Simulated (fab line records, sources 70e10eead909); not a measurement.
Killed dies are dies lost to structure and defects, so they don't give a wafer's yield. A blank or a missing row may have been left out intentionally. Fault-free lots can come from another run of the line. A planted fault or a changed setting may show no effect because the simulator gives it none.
Chamber matching    flow nand harc    cmp-01 running NHARC_P_BONDPAD_CMP_32: 4 sister chambers
The step polishes SiCN, target thk 200 nm. 4 wafers are shown with their chamber, then 7 later ones without.

EACH WAFER AND ITS CHAMBER
wafer   chamber  motor current A (A)
L552.3  3        12.7
L558.3  2        11.4
L559.2  0        11.7
L559.5  1        10.4

WAFERS WITH NO CHAMBER GIVEN
wafer   motor current A (A)
L559.6  11.0
L561.3  12.6
L561.4  11.1
L561.5  11.9
L570.1  12.6
L570.3  10.7
L570.5  12.1

WHICH CHAMBER EACH WENT THROUGH
wafer   from the rows above           in truth
L559.6  can't be placed: 2 or 1 or 0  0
L561.3  3                             3
L561.4  can't be placed: 2 or 0 or 1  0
L561.5  can't be placed: 0 or 2       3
L570.1  3                             3
L570.3  can't be placed: 1 or 2       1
L570.5  can't be placed: 0 or 3 or 2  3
Correctly placed: 2 of 7. Unplaceable from these rows: 5, with the true chamber sitting among the candidates in 4. Wrongly placed: 0.
How it was worked out, from the rows above alone: a wafer's distance from a chamber is the root of the sum, over the readings, of the square of ((its reading less the chamber's mean) divided by the reading's scatter). The wafer belongs to the nearest chamber; if the next one is less than 2 further off, it can't be placed. Each chamber's mean is taken over the wafers shown for it. The scatter: root of mean squared gap, hidden wafer to nearest shown wafer, with one shown wafer a chamber.
